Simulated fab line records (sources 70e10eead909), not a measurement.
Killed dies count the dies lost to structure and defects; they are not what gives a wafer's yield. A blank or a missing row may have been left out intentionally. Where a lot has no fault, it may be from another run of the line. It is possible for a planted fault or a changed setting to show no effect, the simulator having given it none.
fab line records | flow nandHarc | part 1 of 2: steps 1 to 4 of 6
record lots=23 | wafers=69 | lastDay=34
route steps=1302 shown A_CONTACT@1053 A_BLC@1121
lots that met no fault: from a run of the same line without faults
startH: start of the lot's first displayed wafer, in hours after the record's first day | waitH: how many hours have passed since the lot's step before this one | " the same as in the row above | L1.1+2: a row that stands for several wafers | - no value, or no start given | * or withheld: withheld | < > ~ a bound
route shown NAME@n: names a module that has steps shown in the file, with the first one's number in the route | usual: mean/standard deviation of fault-free wafers | same: alike in all rows | chamber/n: place in a boat | sites: the reading at each site | _std_site: the standard deviation of these | _edge_site: inner sites' mean taken away from outer sites' mean | radiusMm: for every site, how far away it sits from the centre of the wafer | mask NAME#n: copy n | behind: the most recent tool/chamber to have shaped the wafer | hold: why the lot went on hold/how many hours it stayed there/how the hold came to an end | device: which transistor (n, p or np) failed to switch | end of line: at the end of the route, the tests of the same wafers | a step given without rows: its recipe and nothing more | killed: dies lost to structure and defects at the first sort, not the wafer's yield | map: shows each die of a wafer: x if killed, . if not, _ if none is there
set.NAME: setting as actually run; set.NAME@STEP: the setting as run at that earlier step | model.NAME: the simulator's own value behind a step, which no gauge read
route steps across a sampled set of lots; one table per step, one row per wafer
services: when a tool's chamber went out of use (startH, in hours from the record's first day, below 0 if earlier), for how many hours, and the reason
## steps
# step NHARC_A_CONTACT_ETCH_130
# recipe sourceW=withheld | pressureMtorr=20 | biasV=3000 | timeS=197 | targetDepthA=19180 | arFlowSccm=withheld | c4f8FlowSccm=withheld | o2FlowSccm=withheld | chemistry=C4F8/O2/Ar
lot.wafer | tool          | chamber | startH | waitH | rfHoursCounterH
L075.2    | harCapEtch-02 | 0       | 506.15 | 0.1   | 91
L075.1    | "             | 1       | "      | "     | 91
L075.6    | "             | 0       | "      | "     | -
L074.1    | harCapEtch-03 | 1       | 509.71 | 0.1   | 46
L074.2    | "             | 0       | "      | "     | 46
L074.6    | "             | 0       | "      | "     | -
L076.4    | harCapEtch-02 | 0       | 521.26 | 0.1   | -
L076.3    | "             | 1       | "      | "     | -
L076.5    | "             | 1       | "      | "     | -
L077.1    | harCapEtch-03 | 1       | 531.88 | 0.1   | 52
L077.2    | "             | 0       | "      | "     | 52
L077.4    | "             | 0       | "      | "     | -
L078.2    | harCapEtch-01 | 1       | 535.78 | 0.1   | 5
L078.5    | "             | 0       | "      | "     | -
L078.6    | "             | 1       | "      | "     | -
L079.2    | harCapEtch-03 | 1       | 549.00 | 0.1   | 55
L079.4    | "             | 1       | "      | "     | -
L079.3    | "             | 0       | "      | "     | -
L080.2    | harCapEtch-01 | 1       | 555.44 | 0.1   | 9
L080.4    | "             | 1       | "      | "     | -
L080.6    | "             | 1       | "      | "     | -
L081.1    | harCapEtch-02 | 1       | 560.89 | 0.1   | 105
L081.5    | "             | 1       | "      | "     | -
L081.6    | "             | 0       | "      | "     | -
L082.1    | harCapEtch-03 | 0       | 589.63 | 0.2   | 59
L082.4    | "             | 1       | "      | "     | -
L082.5    | "             | 1       | "      | "     | -
L083.1    | harCapEtch-01 | 1       | 596.72 | 0.1   | 14
L083.3    | "             | 0       | "      | "     | -
L083.5    | "             | 0       | "      | "     | -
L084.2    | harCapEtch-01 | 0       | 604.61 | 0.1   | 16
L084.6    | "             | 1       | "      | "     | -
L084.5    | "             | 0       | "      | "     | -
L086.2    | harCapEtch-03 | 0       | 611.50 | 0.1   | 65
L086.4    | "             | 1       | "      | "     | -
L086.5    | "             | 0       | "      | "     | -
L085.2    | harCapEtch-01 | 0       | 611.87 | 0.1   | 18
L085.3    | "             | 0       | "      | "     | -
L085.5    | "             | 1       | "      | "     | -
L087.1    | harCapEtch-03 | 0       | 641.93 | 0.1   | 68
L087.2    | "             | 1       | "      | "     | 68
L087.5    | "             | 0       | "      | "     | -
L088.1    | harCapEtch-02 | 0       | 643.95 | 0.1   | 120
L088.3    | "             | 1       | "      | "     | -
L088.4    | "             | 0       | "      | "     | -
L089.1    | harCapEtch-03 | 0       | 677.55 | 0.2   | 71
L089.6    | "             | 0       | "      | "     | -
L089.5    | "             | 1       | "      | "     | -
L090.1    | harCapEtch-02 | 1       | 680.19 | 0.1   | 124
L090.3    | "             | 1       | "      | "     | -
L090.5    | "             | 1       | "      | "     | -
L092.1    | harCapEtch-02 | 0       | 697.84 | 0.1   | 131
L092.3    | "             | 1       | "      | "     | -
L092.5    | "             | 1       | "      | "     | -
L094.2    | harCapEtch-03 | 0       | 697.89 | 0.2   | 76
L094.3    | "             | 0       | "      | "     | -
L094.5    | "             | 0       | "      | "     | -
L093.2    | harCapEtch-02 | 1       | 703.21 | 0.1   | 132
L093.5    | "             | 0       | "      | "     | -
L093.6    | "             | 1       | "      | "     | -
L096.1    | harCapEtch-01 | 1       | 719.49 | 0.1   | 35
L096.4    | "             | 1       | "      | "     | -
L096.6    | "             | 0       | "      | "     | -
L097.2    | harCapEtch-03 | 1       | 721.90 | 0.1   | 82
L097.3    | "             | 1       | "      | "     | -
L097.4    | "             | 0       | "      | "     | -
L095.1    | harCapEtch-01 | 1       | 729.04 | 0.1   | 36
L095.4    | "             | 0       | "      | "     | -
L095.6    | "             | 0       | "      | "     | -
# step NHARC_A_CONTACT_ETCH_97
# recipe targetDepthA=200 | overEtchFrac=0.5 | timeS=10 | ionEnergyEv=250 | c4f6FlowSccm=25 | o2FlowSccm=20 | arFlowSccm=500 | rfW=600 | biasW=500 | chemistry=C4F6/O2
# usual drypumpMotorCurrentA=5.8/0.37 | oesProductAu=0.956/0.022 | rfVppV=547/3.3 | showerheadPlenumPTorr=3.95/0.16 | throttleValvePct=26.904/0.0093
lot.wafer | tool       | chamber | startH | waitH | drypumpMotorCurrentA | oesProductAu | rfHoursCounterH | rfVppV | showerheadPlenumPTorr | throttleValvePct
L075.1    | rieDiel-02 | 1       | 507.64 | 0.1   | 5.3                  | 0.946        | 12              | 547    | 3.91                  | 26.913
L075.2    | "          | 2       | "      | "     | 5.9                  | 0.956        | 21              | 543    | 3.76                  | 26.905
L075.6    | "          | 2       | "      | "     | 5.9                  | 0.952        | -               | 544    | 3.76                  | 26.903
L074.2    | rieDiel-13 | 3       | -      | -     | 5.6                  | 0.953        | 58              | 542    | 3.66                  | 26.899
L074.1    | "          | 2       | "      | "     | 6.5                  | 0.956        | 54              | 546    | 3.88                  | 26.883
L074.6    | "          | 0       | "      | "     | 6.3                  | 0.946        | -               | 550    | 3.99                  | 26.897
L076.4    | rieDiel-02 | 3       | -      | -     | 5.5                  | 0.955        | 24              | 550    | 4.09                  | 26.908
L076.3    | "          | 0       | "      | "     | 5.5                  | 0.963        | 22              | 548    | 4.03                  | 26.902
L076.5    | "          | 2       | "      | "     | 5.9                  | 0.947        | -               | 543    | 3.76                  | 26.906
L077.2    | rieDiel-02 | 2       | -      | -     | 5.9                  | 0.968        | 26              | 543    | 3.76                  | 26.903
L077.4    | "          | 0       | "      | "     | 5.5                  | 0.946        | 25              | 549    | 4.03                  | 26.912
L077.1    | "          | 1       | "      | "     | 5.3                  | 0.967        | 17              | 546    | 3.91                  | 26.893
L078.2    | rieDiel-02 | 3       | -      | -     | 5.6                  | 0.947        | 27              | 550    | 4.09                  | 26.909
L078.6    | "          | 2       | "      | "     | 5.9                  | 0.948        | -               | 542    | 3.76                  | 26.904
L078.5    | "          | 3       | "      | "     | 5.6                  | 0.947        | -               | 551    | 4.09                  | 26.894
L079.3    | rieDiel-02 | 2       | -      | -     | 5.9                  | 0.963        | 28              | 543    | 3.76                  | 26.907
L079.4    | "          | 3       | "      | "     | 5.6                  | 0.971        | 29              | 551    | 4.09                  | 26.888
L079.2    | "          | 1       | "      | "     | 5.2                  | 0.974        | 19              | 546    | 3.91                  | 26.908
L080.4    | rieDiel-02 | 1       | -      | -     | 5.2                  | 0.952        | 20              | 546    | 3.91                  | 26.917
L080.2    | "          | 0       | "      | "     | 5.5                  | 0.933        | 29              | 549    | 4.03                  | 26.913
L080.6    | "          | 1       | "      | "     | 5.2                  | 0.955        | -               | 546    | 3.91                  | 26.907
L081.1    | rieDiel-02 | 2       | -      | -     | 5.9                  | 0.957        | 29              | 542    | 3.76                  | 26.923
L081.5    | "          | 3       | "      | "     | 5.5                  | 0.966        | -               | 550    | 4.09                  | 26.894
L081.6    | "          | 0       | "      | "     | 5.6                  | 0.928        | -               | 549    | 4.03                  | 26.916
L082.4    | rieDiel-13 | 0       | -      | -     | 6.3                  | 1.017        | 22              | 549    | 3.98                  | 26.900
L082.1    | "          | 1       | "      | "     | 6.4                  | 0.989        | 20              | 553    | 4.19                  | 26.902
L082.5    | "          | 0       | "      | "     | 6.3                  | 1.018        | -               | 549    | 3.98                  | 26.880
L083.3    | rieDiel-03 | 0       | -      | -     | 6.2                  | 0.962        | 39              | 545    | 3.80                  | 26.906
L083.1    | "          | 1       | "      | "     | 6.2                  | 0.941        | 37              | 552    | 4.20                  | 26.900
L083.5    | "          | 3       | "      | "     | 5.9                  | 0.960        | -               | 550    | 4.09                  | 26.879
L084.2    | rieDiel-02 | 0       | -      | -     | 5.6                  | 0.940        | 6               | 549    | 4.02                  | 26.918
L084.5    | "          | 1       | "      | "     | 5.2                  | 0.954        | -               | 548    | 3.90                  | 26.895
L084.6    | "          | 2       | "      | "     | 5.9                  | 0.923        | -               | 543    | 3.75                  | 26.898
L086.2    | rieDiel-02 | 2       | -      | -     | 5.9                  | 0.944        | 7               | 544    | 3.75                  | 26.896
L086.4    | "          | 3       | "      | "     | 5.6                  | 0.954        | 8               | 551    | 4.09                  | 26.900
L086.5    | "          | 2       | "      | "     | 5.9                  | 0.937        | -               | 543    | 3.75                  | 26.899
L085.2    | rieDiel-02 | 2       | -      | -     | 5.9                  | 0.964        | 8               | 543    | 3.75                  | 26.919
L085.3    | "          | 0       | "      | "     | 5.5                  | 0.934        | 8               | 550    | 4.02                  | 26.897
L085.5    | "          | 2       | "      | "     | 5.9                  | 0.962        | -               | 544    | 3.75                  | 26.907
L087.1    | rieDiel-13 | 2       | -      | -     | 6.4                  | 0.970        | 41              | 545    | 3.86                  | 26.899
L087.2    | "          | 3       | "      | "     | 5.6                  | 0.954        | 43              | 551    | 4.20                  | 26.908
L087.5    | "          | 0       | "      | "     | 6.4                  | 0.969        | -               | 548    | 3.97                  | 26.911
L088.4    | rieDiel-02 | 0       | -      | -     | 5.5                  | 0.983        | 11              | 550    | 4.02                  | 26.896
L088.3    | "          | 2       | "      | "     | 5.9                  | 0.989        | 12              | 545    | 3.75                  | 26.914
L088.1    | "          | 3       | "      | "     | 5.6                  | 1.008        | 11              | 549    | 4.08                  | 26.899
L089.1    | rieDiel-13 | 3       | -      | -     | 5.6                  | 0.940        | 57              | 552    | 4.19                  | 26.907
L089.6    | "          | 0       | "      | "     | 6.3                  | 0.962        | -               | 549    | 3.96                  | 26.907
L089.5    | "          | 1       | "      | "     | 6.4                  | 0.932        | -               | 552    | 4.17                  | 26.894
L090.1    | rieDiel-02 | 3       | -      | -     | 5.6                  | 0.944        | 13              | 549    | 4.08                  | 26.906
L090.3    | "          | 2       | "      | "     | 5.8                  | 0.941        | 15              | 544    | 3.75                  | 26.894
L090.5    | "          | 3       | "      | "     | 5.6                  | 0.949        | -               | 549    | 4.08                  | 26.896
L092.3    | rieDiel-02 | 1       | -      | -     | 5.2                  | 0.950        | 19              | 547    | 3.90                  | 26.900
L092.1    | "          | 2       | "      | "     | 5.9                  | 0.923        | 18              | 544    | 3.75                  | 26.906
L092.5    | "          | 1       | "      | "     | 5.2                  | 0.958        | -               | 546    | 3.90                  | 26.904
L094.3    | rieDiel-03 | 1       | -      | -     | 6.2                  | 0.983        | 18              | 552    | 4.18                  | 26.915
L094.2    | "          | 2       | "      | "     | 6.0                  | 0.989        | 18              | 542    | 3.70                  | 26.906
L094.5    | "          | 1       | "      | "     | 6.2                  | 0.985        | -               | 552    | 4.18                  | 26.898
L093.2    | rieDiel-02 | 3       | -      | -     | 5.6                  | 0.956        | 18              | 549    | 4.08                  | 26.895
L093.5    | "          | 2       | "      | "     | 5.9                  | 0.927        | -               | 543    | 3.75                  | 26.912
L093.6    | "          | 3       | "      | "     | 5.6                  | 0.961        | -               | 550    | 4.08                  | 26.916
L096.1    | rieDiel-02 | 2       | -      | -     | 5.9                  | 0.936        | 22              | 542    | 3.75                  | 26.909
L096.4    | "          | 3       | "      | "     | 5.5                  | 0.930        | 20              | 550    | 4.08                  | 26.906
L096.6    | "          | 1       | "      | "     | 5.3                  | 0.953        | -               | 547    | 3.89                  | 26.910
L097.2    | rieDiel-03 | 0       | -      | -     | 6.2                  | 0.953        | 28              | 543    | 3.77                  | 26.900
L097.3    | "          | 1       | "      | "     | 6.2                  | 0.936        | 32              | 552    | 4.17                  | 26.913
L097.4    | "          | 2       | "      | "     | 6.0                  | 0.937        | 29              | 542    | 3.69                  | 26.902
L095.4    | rieDiel-03 | 1       | -      | -     | 6.2                  | 0.929        | 34              | 553    | 4.17                  | 26.908
L095.1    | "          | 2       | "      | "     | 6.0                  | 0.936        | 31              | 542    | 3.69                  | 26.925
L095.6    | "          | 1       | "      | "     | 6.2                  | 0.935        | -               | 551    | 4.17                  | 26.898
# step NHARC_A_CONTACT_ETCH_106
# recipe targetDepthA=900 | overetchA=90 | timeS=49.5 | ionEnergyEv=100 | cf4FlowSccm=80 | o2FlowSccm=20 | arFlowSccm=0 | rfW=300 | biasW=100 | chemistry=CF4/O2
# usual drypumpMotorCurrentA=5.8/0.41 | oesProductAu=0.998/0.013 | rfVppV=198.1/1.4 | showerheadPlenumPTorr=1.35/0.059 | throttleValvePct=13.398/0.0085
lot.wafer | tool       | chamber | startH | waitH | drypumpMotorCurrentA | oesProductAu | rfHoursCounterH | rfVppV | showerheadPlenumPTorr | throttleValvePct
L075.1    | rieDiel-02 | 1       | 508.06 | 0.1   | 5.2                  | 1.009        | 12              | 196.6  | 1.33                  | 13.379
L075.2    | "          | 0       | "      | "     | 5.5                  | 0.990        | 20              | 198.7  | 1.38                  | 13.393
L075.6    | "          | 0       | "      | "     | 5.5                  | 0.989        | -               | 198.1  | 1.38                  | 13.392
L074.2    | rieDiel-02 | 2       | 511.57 | 0.1   | 5.9                  | 1.014        | 22              | 195.8  | 1.28                  | 13.394
L074.1    | "          | 0       | "      | "     | 5.5                  | 0.999        | 21              | 199.0  | 1.37                  | 13.404
L074.6    | "          | 1       | "      | "     | 5.2                  | 1.000        | -               | 197.5  | 1.33                  | 13.412
L076.4    | rieDiel-02 | 2       | 523.95 | 0.8   | 5.9                  | 1.006        | 24              | 198.0  | 1.28                  | 13.393
L076.3    | "          | 0       | "      | "     | 5.5                  | 0.991        | 24              | 197.5  | 1.37                  | 13.398
L076.5    | "          | 2       | "      | "     | 5.9                  | 1.007        | -               | 195.8  | 1.28                  | 13.402
L077.1    | rieDiel-02 | 3       | 534.54 | 0.1   | 5.5                  | 1.022        | 27              | 199.8  | 1.40                  | 13.396
L077.4    | "          | 0       | "      | "     | 5.5                  | 0.991        | 26              | 198.5  | 1.37                  | 13.391
L077.2    | "          | 2       | "      | "     | 5.9                  | 0.998        | 26              | 197.4  | 1.28                  | 13.396
L078.2    | rieDiel-02 | 2       | 537.58 | 0.1   | 5.9                  | 0.999        | 26              | 197.0  | 1.28                  | 13.388
L078.5    | "          | 1       | "      | "     | 5.2                  | 1.006        | -               | 197.4  | 1.33                  | 13.401
L078.6    | "          | 2       | "      | "     | 5.9                  | 0.995        | -               | 195.6  | 1.28                  | 13.406
L079.4    | rieDiel-13 | 3       | 550.87 | 0.1   | 5.5                  | 1.003        | 12              | 200.2  | 1.44                  | 13.404
L079.2    | "          | 0       | "      | "     | 6.3                  | 1.022        | 10              | 198.1  | 1.36                  | 13.391
L079.3    | "          | 1       | "      | "     | 6.4                  | 0.996        | 10              | 199.9  | 1.43                  | 13.398
L080.2    | rieDiel-03 | 3       | 557.31 | 0.1   | 5.9                  | 0.987        | 31              | 198.5  | 1.40                  | 13.396
L080.4    | "          | 1       | "      | "     | 6.2                  | 1.007        | 26              | 200.7  | 1.44                  | 13.408
L080.6    | "          | 2       | "      | "     | 6.0                  | 0.981        | -               | 197.4  | 1.26                  | 13.417
L081.1    | rieDiel-13 | 2       | 562.73 | 0.1   | 6.4                  | 0.993        | 14              | 197.3  | 1.32                  | 13.406
L081.6    | "          | 0       | "      | "     | 6.3                  | 1.013        | -               | 198.6  | 1.36                  | 13.400
L081.5    | "          | 1       | "      | "     | 6.4                  | 0.998        | -               | 199.4  | 1.43                  | 13.402
L082.4    | rieDiel-13 | 1       | 591.74 | 0.1   | 6.4                  | 0.986        | 20              | 199.8  | 1.43                  | 13.396
L082.1    | "          | 3       | "      | "     | 5.6                  | 0.993        | 24              | 201.3  | 1.44                  | 13.407
L082.5    | "          | 1       | "      | "     | 6.4                  | 0.984        | -               | 200.1  | 1.43                  | 13.396
L083.1    | rieDiel-13 | 3       | 598.66 | 0.2   | 5.5                  | 0.997        | 25              | 199.2  | 1.44                  | 13.394
L083.3    | "          | 0       | "      | "     | 6.3                  | 1.017        | 23              | 198.3  | 1.35                  | 13.409
L083.5    | "          | 0       | "      | "     | 6.3                  | 1.019        | -               | 198.1  | 1.36                  | 13.398
L084.2    | rieDiel-02 | 2       | 606.42 | 0.1   | 5.9                  | 0.976        | 7               | 198.0  | 1.27                  | 13.399
L084.5    | "          | 0       | "      | "     | 5.5                  | 0.974        | -               | 199.2  | 1.37                  | 13.395
L084.6    | "          | 1       | "      | "     | 5.2                  | 1.007        | -               | 196.7  | 1.33                  | 13.397
L086.2    | rieDiel-02 | 3       | 613.54 | 0.1   | 5.5                  | 0.996        | 8               | 198.1  | 1.39                  | 13.404
L086.4    | "          | 0       | "      | "     | 5.5                  | 0.974        | 8               | 198.1  | 1.37                  | 13.383
L086.5    | "          | 2       | "      | "     | 5.9                  | 0.971        | -               | 197.2  | 1.27                  | 13.398
L085.3    | rieDiel-13 | 2       | 613.86 | 0.1   | 6.5                  | 0.995        | 26              | 198.6  | 1.31                  | 13.392
L085.2    | "          | 1       | "      | "     | 6.4                  | 0.994        | 24              | 199.1  | 1.43                  | 13.400
L085.5    | "          | 2       | "      | "     | 6.5                  | 0.999        | -               | 196.9  | 1.31                  | 13.390
L087.1    | rieDiel-02 | 3       | 643.76 | 0.1   | 5.5                  | 1.001        | 11              | 200.2  | 1.39                  | 13.388
L087.2    | "          | 0       | "      | "     | 5.5                  | 0.975        | 11              | 198.9  | 1.37                  | 13.392
L087.5    | "          | 1       | "      | "     | 5.2                  | 1.013        | -               | 197.0  | 1.33                  | 13.394
L088.3    | rieDiel-13 | 3       | 645.75 | 0.1   | 5.5                  | 0.995        | 43              | 199.5  | 1.44                  | 13.395
L088.4    | "          | 0       | "      | "     | 6.3                  | 1.018        | 30              | 198.3  | 1.35                  | 13.403
L088.1    | "          | 1       | "      | "     | 6.4                  | 0.986        | 37              | 198.9  | 1.43                  | 13.387
L089.1    | rieDiel-13 | 3       | 679.71 | 0.1   | 5.6                  | 0.996        | 57              | 200.9  | 1.43                  | 13.394
L089.6    | "          | 2       | "      | "     | 6.5                  | 1.007        | -               | 198.0  | 1.31                  | 13.398
L089.5    | "          | 3       | "      | "     | 5.6                  | 1.002        | -               | 199.6  | 1.43                  | 13.404
L090.3    | rieDiel-03 | 2       | 681.99 | 0.1   | 6.0                  | 0.996        | 12              | 196.0  | 1.25                  | 13.398
L090.1    | "          | 3       | "      | "     | 5.9                  | 1.009        | 11              | 199.5  | 1.39                  | 13.405
L090.5    | "          | 1       | "      | "     | 6.2                  | 0.988        | -               | 201.4  | 1.43                  | 13.399
L092.1    | rieDiel-02 | 1       | 699.68 | 0.1   | 5.2                  | 1.011        | 19              | 196.6  | 1.32                  | 13.397
L092.3    | "          | 3       | "      | "     | 5.5                  | 0.999        | 16              | 199.5  | 1.39                  | 13.400
L092.5    | "          | 2       | "      | "     | 5.9                  | 0.985        | -               | 197.0  | 1.27                  | 13.402
L094.2    | rieDiel-03 | 1       | 700.19 | 0.1   | 6.2                  | 0.987        | 19              | 199.5  | 1.43                  | 13.370
L094.3    | "          | 2       | "      | "     | 6.0                  | 0.993        | 18              | 197.9  | 1.25                  | 13.379
L094.5    | "          | 1       | "      | "     | 6.2                  | 0.996        | -               | 198.4  | 1.43                  | 13.388
L093.2    | rieDiel-02 | 2       | 705.03 | 0.1   | 5.9                  | 0.980        | 19              | 198.0  | 1.27                  | 13.401
L093.5    | "          | 1       | "      | "     | 5.2                  | 1.022        | -               | 197.1  | 1.32                  | 13.386
L093.6    | "          | 2       | "      | "     | 5.9                  | 0.986        | -               | 196.0  | 1.27                  | 13.383
L096.1    | rieDiel-02 | 0       | 721.31 | 0.1   | 5.5                  | 0.990        | 21              | 197.6  | 1.37                  | 13.399
L096.4    | "          | 1       | "      | "     | 5.2                  | 1.011        | 23              | 197.2  | 1.32                  | 13.388
L096.6    | "          | 0       | "      | "     | 5.5                  | 0.988        | -               | 198.9  | 1.37                  | 13.392
L097.4    | rieDiel-02 | 1       | 723.72 | 0.0   | 5.2                  | 0.995        | 23              | 197.0  | 1.32                  | 13.412
L097.2    | "          | 2       | "      | "     | 5.8                  | 0.984        | 22              | 196.0  | 1.27                  | 13.412
L097.3    | "          | 0       | "      | "     | 5.5                  | 0.982        | 22              | 199.5  | 1.37                  | 13.404
L095.1    | rieDiel-02 | 2       | 730.87 | 0.0   | 5.9                  | 0.986        | 23              | 197.2  | 1.27                  | 13.393
L095.4    | "          | 0       | "      | "     | 5.5                  | 0.980        | 23              | 198.0  | 1.37                  | 13.407
L095.6    | "          | 3       | "      | "     | 5.5                  | 0.993        | -               | 200.5  | 1.39                  | 13.400
# step NHARC_A_CONTACT_CD_MEAS_08
# recipe targetCdNm=200 | landingEnergyEv=500
# usual cdNm=199.8/0.64
lot.wafer | tool     | chamber | startH | waitH | cdNm
L075.1    | cdSem-01 | 0       | 511.26 | -     | 200.2
L075.2    | "        | 0       | "      | "     | 200.3
L075.6    | "        | 0       | "      | "     | 200.7
L074.1    | cdSem-03 | 0       | 515.15 | -     | 198.9
L074.2    | "        | 0       | "      | "     | 199.8
L074.6    | "        | 0       | "      | "     | 200.6
L076.3    | cdSem-01 | 0       | 526.99 | -     | 201.0
L076.4    | "        | 0       | "      | "     | 199.4
L076.5    | "        | 0       | "      | "     | 200.7
L077.1    | cdSem-01 | 0       | 540.48 | -     | 199.8
L077.2    | "        | 0       | "      | "     | 199.9
L077.4    | "        | 0       | "      | "     | 200.7
L078.2    | cdSem-01 | 0       | 542.88 | -     | 200.2
L078.5    | "        | 0       | "      | "     | 200.8
L078.6    | "        | 0       | "      | "     | 201.1
L079.2    | cdSem-01 | 0       | 554.07 | -     | 200.6
L079.3    | "        | 0       | "      | "     | 200.0
L079.4    | "        | 0       | "      | "     | 199.1
L080.2    | cdSem-02 | 0       | 565.28 | -     | 199.8
L080.4    | "        | 0       | "      | "     | 199.5
L080.6    | "        | 0       | "      | "     | 200.1
L081.1    | cdSem-01 | 0       | 568.82 | -     | 201.2
L081.5    | "        | 0       | "      | "     | 200.0
L081.6    | "        | 0       | "      | "     | 199.8
L082.1    | cdSem-01 | 0       | 594.73 | -     | 198.7
L082.4    | "        | 0       | "      | "     | 199.2
L082.5    | "        | 0       | "      | "     | 199.9
L083.1    | cdSem-02 | 0       | 603.35 | -     | 200.5
L083.3    | "        | 0       | "      | "     | 200.2
L083.5    | "        | 0       | "      | "     | 200.5
L084.2    | cdSem-02 | 0       | 609.42 | -     | 199.5
L084.5    | "        | 0       | "      | "     | 199.5
L084.6    | "        | 0       | "      | "     | 199.9
L086.2    | cdSem-02 | 0       | 616.68 | -     | 199.6
L086.4    | "        | 0       | "      | "     | 200.0
L086.5    | "        | 0       | "      | "     | 199.6
L085.2    | cdSem-01 | 0       | 617.09 | -     | 200.7
L085.3    | "        | 0       | "      | "     | 200.2
L085.5    | "        | 0       | "      | "     | 200.3
L087.1    | cdSem-03 | 0       | 647.32 | -     | 200.0
L087.2    | "        | 0       | "      | "     | 199.7
L087.5    | "        | 0       | "      | "     | 199.5
L088.1    | cdSem-01 | 0       | 649.09 | -     | 199.9
L088.3    | "        | 0       | "      | "     | 200.8
L088.4    | "        | 0       | "      | "     | 200.2
L089.1    | cdSem-02 | 0       | 685.88 | -     | 199.4
L089.5    | "        | 0       | "      | "     | 199.8
L089.6    | "        | 0       | "      | "     | 197.9
L090.1    | cdSem-01 | 0       | 687.08 | -     | 199.0
L090.3    | "        | 0       | "      | "     | 198.4
L090.5    | "        | 0       | "      | "     | 199.3
L092.1    | cdSem-01 | 0       | 702.78 | -     | 199.3
L092.3    | "        | 0       | "      | "     | 199.2
L092.5    | "        | 0       | "      | "     | 199.8
L094.2    | cdSem-01 | 0       | 704.87 | -     | 200.5
L094.3    | "        | 0       | "      | "     | 199.9
L094.5    | "        | 0       | "      | "     | 199.2
L093.2    | cdSem-03 | 0       | 708.28 | -     | 200.5
L093.5    | "        | 0       | "      | "     | 200.8
L093.6    | "        | 0       | "      | "     | 199.2
L096.1    | cdSem-03 | 0       | 725.02 | -     | 200.0
L096.4    | "        | 0       | "      | "     | 198.8
L096.6    | "        | 0       | "      | "     | 198.9
L097.2    | cdSem-01 | 0       | 727.70 | -     | 198.8
L097.3    | "        | 0       | "      | "     | 199.7
L097.4    | "        | 0       | "      | "     | 198.9
L095.1    | cdSem-02 | 0       | 733.97 | -     | 199.4
L095.4    | "        | 0       | "      | "     | 199.6
L095.6    | "        | 0       | "      | "     | 199.9
